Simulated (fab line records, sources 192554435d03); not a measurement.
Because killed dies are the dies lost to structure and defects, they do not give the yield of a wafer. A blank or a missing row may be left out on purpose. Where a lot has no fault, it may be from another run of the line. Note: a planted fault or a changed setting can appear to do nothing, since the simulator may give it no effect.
A struck lot beside a sound one || flow n5-finfet || 40 out of 1938 route steps
Sound: these wafers, L380.2, L380.3, L380.5. Wafers L386.4, L386.5 were the ones struck. The cause comes at the end.
Each step with rows lists, per side, the tool, then ch with its chambers, then its first start. Under that, the readings that differ: sound wafers || struck wafers || difference of the means || sigmas: that difference in standard deviations of wafers without a fault.
alike: words and numbers the same on both sides, and readings whose means are apart by under 2 such deviations; not compared: readings that were withheld, readings missing a value for some wafer, numbers with overlapping values and no deviation given by the record, and bounds like >300 which may hide the same value.
A row with sigmas, a row that says differs or no value, or rows on one side alone: a step with any of these is where the two part. When numbers do not overlap yet have no deviation, they are printed without sigmas and do not part them. Lack of a reading on every wafer of one side parts them only where that side has two or more wafers.

first, 10 steps without rows for these wafers: N5_HKMG_FIN_CMP_23 (polishes, stops on SiNx, t overpolish 10 s, target thk 46.326 nm); N5_HKMG_FIN_CMP_94 (polishes, stops on SiNx, t overpolish 4.7 s, target thk 43.299 nm); N5_GATE_CUT_ETCHBACK_00 (etches W in SF6/Cl2); N5_GATE_CUT_ETCH_56 (etches TiN in Cl2/Ar, target depth 21.6 nm); N5_GATE_CUT_ETCHBACK_30 (etches TiN in Cl2/Ar, target depth 3 nm); N5_GATE_CUT_VAPOR_ETCH_60 (etches HfO2 in BCl3/Cl2); N5_GATE_CUT_ETCH_58 (etches SiNx in CH3F/O2, target depth 17 nm, time 128.6 s); N5_GATE_CUT_STRIP_59 (strips in N2/H2, time 20 s); N5_GATE_CUT_PRECLEAN_31 (cleans in DIW, time 300 s); N5_GATE_CUT_SRD_32 (time 30 s).
N5_GATE_CUT_SAC_CAP_01: material SiNx, target thk 24 nm, pulse time 1 s, ald cycles 480.
  sound on ald-sin-03 ch 1,3, day 7 05:32; struck on ald-sin-03 ch 0,3, day 8 20:31
{"reading": "ald-cycles", "sound": "480 480 480", "struck": "728 728", "difference": "+248", "sigmas": ""}
{"reading": "model.SiNx_of_GATE_CUT_SAC_CAP_01.thk-nm (nm)", "sound": "24 24 24", "struck": "36.2 36.2", "difference": "+12.2", "sigmas": ""}
  alike: chamber-pressure-Torr, heater-power-w, precursor-pulse-height-rel
then, 21 steps without rows for these wafers: N5_GATE_CUT_PECVD_57 (deposits SiNx from SiH4/NH3/N2, target thk 21 nm); N5_GATE_CUT_CMP_02 (polishes, stops on SiO2, t overpolish 12.7 s, target thk 0 nm); N5_GATE_CUT_HM_DEP_46 (deposits SiO2 from TEOS/O2, target thk 130 nm, time 26.6 s); N5_GATE_CUT_COAT_34 (time 60 s, resist thk 60 nm); N5_GATE_CUT_COAT_35 (time 60 s, resist thk 10 nm); N5_GATE_CUT_COAT_27 (time 60 s, resist thk 10 nm); N5_GATE_CUT_COAT_07 (resist thk 30 nm); N5_GATE_CUT_EBR_09; N5_GATE_CUT_SOFTBAKE_08 (time 60 s); N5_GATE_CUT_EXPOSE_10 (exposes mask GATE CUT, target cd 20 nm); N5_GATE_CUT_PEB_11 (peb time 60 s); N5_GATE_CUT_DEVELOP_12 (develop time 30 s); N5_GATE_CUT_DESCUM_18 (chemistry O2, time 7 s); N5_GATE_CUT_ETCH_28 (etches underlayer in N2/H2, target depth 13 nm, time 10.4 s); N5_GATE_CUT_ETCH_36 (etches SiARC in CF4, target depth 13 nm, time 21.7 s); N5_GATE_CUT_ETCH_37 (etches SOC in N2/H2, target depth 60 nm, overetch 12 nm, time 90 s); N5_GATE_CUT_STRIP_38 (strips in N2/H2); N5_GATE_CUT_STRIP_39 (strips in N2/H2); N5_GATE_CUT_HM_OPEN_40 (chemistry C4F6/O2, target SiO2, target depth 139 nm, time 85.1 s); N5_GATE_CUT_STRIP_41 (strips in CF4); N5_GATE_CUT_STRIP_42 (strips in O2).
N5_GATE_CUT_ETCH_19: etches SiNx in CH3F/O2, target depth 53.7 nm, time 76.7 s.
  sound on rie-diel-06 ch 1,2,3, day 7 08:53; struck on rie-diel-05 ch 0,3, day 9 00:25
{"reading": "etch-rf-on-time-s (s)", "sound": "75.4 78.8 77.5", "struck": "62.1 60.5", "difference": -15.9, "sigmas": -11}
  alike: chamber-pressure-mTorr, drypump-motor-current-A, oes-product-au, rf-vpp-V, showerhead-plenum-p-Torr, throttle-valve-pct
  not compared: rf-hours-counter-h
then, 3 steps without rows for these wafers: N5_GATE_CUT_CUT_ETCH_53 (etches W in SF6/Cl2, target depth 79.2 nm); N5_GATE_CUT_CUT_ETCH_54 (etches TiN in Cl2/BCl3, target depth 96.7 nm); N5_GATE_CUT_CUT_ETCH_55 (etches HfO2 in BCl3, target depth 3.2 nm).
N5_MOL_CONTACT_COAG_CMP_28: polishes, stops on SiNx, t overpolish 0.85 s, target thk 14.522 nm.
  sound on cmp-03 ch 2,3, day 7 20:32; struck on cmp-01 ch 3, day 9 12:26
{"reading": "motor-current-A (A)", "sound": "12.7 11.3 11.9", "struck": "9.9 10.3", "difference": -1.9, "sigmas": -2}
{"reading": "model.SiNx_of_GATE_CUT_SAC_CAP_01.thk-nm (nm)", "sound": "17.8 17.8 17.8", "struck": "27 27", "difference": "+9", "sigmas": ""}
  alike: head-pressure-psi, time-to-endpoint-s
  not compared: pad-life-wafers
N5_MOL_CONTACT_COAG_THK_MEAS_29:
  struck on film-metro-02, day 9 12:44; sound on film-metro-02, day 7 20:49
{"reading": "MD_CAP_THK (nm)", "sound": "17.82 17.86 17.90", "struck": "27.03 27.13", "difference": "+9.22", "sigmas": "+99 or more"}
N5_MOL_CONTACT_COAG_ETCH_47: etches SiNx in CH3F/O2, stops on W, target depth 27 nm.
  sound on rie-diel-02 ch 0,1, day 7 22:37; struck on rie-diel-02 ch 1,3, day 9 15:07
{"reading": "etch-rf-on-time-s (s)", "sound": "31.5 31.2 31.0", "struck": "45.4 46.5", "difference": "+14.7", "sigmas": "+31"}
{"reading": "model.etch.t-clear-s (s)", "sound": "26.26 26.05 25.83", "struck": "37.82 38.72", "difference": "+12.22", "sigmas": ""}
{"reading": "model.MOL_CONTACT_COAG.feature-depth-nm (nm)", "sound": "18.4 18.4 18.4", "struck": "28 28", "difference": "+10", "sigmas": ""}
{"reading": "model.etch.depth-nm (nm)", "sound": "17.87 17.87 17.87", "struck": "27.07 27.09", "difference": "+9.21", "sigmas": ""}
  alike: chamber-pressure-mTorr, drypump-motor-current-A, oes-product-au, rf-vpp-V, showerhead-plenum-p-Torr, throttle-valve-pct
  not compared: rf-hours-counter-h
-- the record jumps here: 8 days lie between the struck wafers' starts before and after (it left off in module MOL_CONTACT_COAG and takes up again in module PASSIVATION, whose first step shown is number 1936 of the route) --
N5_PASSIVATION_PROBE_49:
  the record has rows for the struck wafers here (prober-01, day 17 03:33) and none for the sound ones

## WHERE THEY PART
Last at N5_PASSIVATION_PROBE_49 as far as this record goes, first at N5_GATE_CUT_ETCH_19.

WHY: the cause the simulator had injected
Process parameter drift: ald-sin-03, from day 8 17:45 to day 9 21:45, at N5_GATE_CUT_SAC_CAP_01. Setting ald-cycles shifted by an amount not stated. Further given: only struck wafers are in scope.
